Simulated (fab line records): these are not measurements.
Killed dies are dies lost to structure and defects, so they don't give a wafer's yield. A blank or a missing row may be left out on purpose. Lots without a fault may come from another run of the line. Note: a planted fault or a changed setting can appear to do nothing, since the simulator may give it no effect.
Problem report in the 8D (eight disciplines) form, filled by code / flow nand-harc / the parts of the form that need people (team, actions taken, sign-off) are left out

== 1. PROBLEM STATEMENT ==
time-to-endpoint-s at NHARC_A_M1_CMP_23 reads a mean of 13.6 s on 2 wafers of 2 lots; wafers without a fault read 30.6 s with a standard deviation of 3. That is -5.7 standard deviations from the usual mean.
The step: polishes, t overpolish 20 s, target thk 154.34 nm.
First observed at day 20 02:32: wafer L962.1, on cmp-02. At this step, 36 wafers from 12 lots have a number in the record. Rule for "out", or "out of limits": more than 4 standard deviations from the usual mean. The rest of the wafers with a number are treated as sound.

== 2. WHAT THIS IS AND IS NOT ==
question=which readings at this step | is=time-to-endpoint-s | is not=motor-current-A
question=which lots | is=L962, L963 | is not=L953, L954, L956, L960, L968, L970, L973, L974, L975, L976
question=which wafers of those lots | is=L962.1, L963.4 | is not=L962.5, L962.6, L963.5, L963.6
question=read on which tools | is=cmp-01, cmp-02 | is not=cmp-03
question=when | is=from day 20 02:32 | is not=up to then (14 sound wafers); but 20 sound wafers of L963, L968, L970, L973, L974, L975, L976 came after

== 3. WHAT RULES OUT EACH SUSPECT ==
Counting: if a tool at a process step up to the reading ran every lot that is out, it stays a suspect. Sound lots after the first of them don't rule it out here, since some wafers of a struck lot are sound.
- ecd-cu-01 at NHARC_A_M1_ECD_22 (material Cu, target thk 400 nm): kept. Ran every lot that is out, first one L962 (day 20 01:50); last sound lot up to then L960 (day 19 06:35).
Left after counting: ecd-cu-01 at NHARC_A_M1_ECD_22.

== 4. THE CAUSE (what the simulator had put in) ==
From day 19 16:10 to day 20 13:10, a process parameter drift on ecd-cu-01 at NHARC_A_M1_ECD_22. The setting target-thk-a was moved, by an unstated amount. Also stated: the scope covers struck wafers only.
The count eliminated every tool but this one.

== 5. THE CHAIN OF EFFECTS, in route order ==
Rows list readings where the struck wafers' mean (over those with a number) sits beyond 3 standard deviations from the usual. Only readings for which the record gives a usual standard deviation are gone through. hours: the time from each lot's start at the first step in this table that gives one to its start at this step, as a median over the lots. sigmas: the change in usual standard deviations.
hours=0; step=NHARC_A_M1_CMP_23; reading=time-to-endpoint-s; usual=30.6 s; on struck wafers=13.6; change=-17.1; sigmas=-5.7
Process steps it contains:
- NHARC_A_M1_CMP_23: polishes, t overpolish 20 s, target thk 154.34 nm.
Later measuring or inspecting steps at which every struck wafer that the step has a row for has a number for every such reading, and none has moved that far: NHARC_A_M1_THK_MEAS_24, NHARC_END_SORT_01.

== 6. HOW IT WOULD HAVE BEEN CAUGHT EARLIER ==
In this record the first reading out of limits was taken at day 20 02:32, 10 hours after the fault began at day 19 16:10.
An alarm limit of 4 standard deviations would not have fired on the tool readings at NHARC_A_M1_ECD_22 for which the record gives a usual standard deviation, since none of them was out on any struck wafer.
L963, from the lots that are out (2), started NHARC_A_M1_ECD_22 on ecd-cu-01 later than day 20 02:32. A hold on the tool at that time would have spared it.
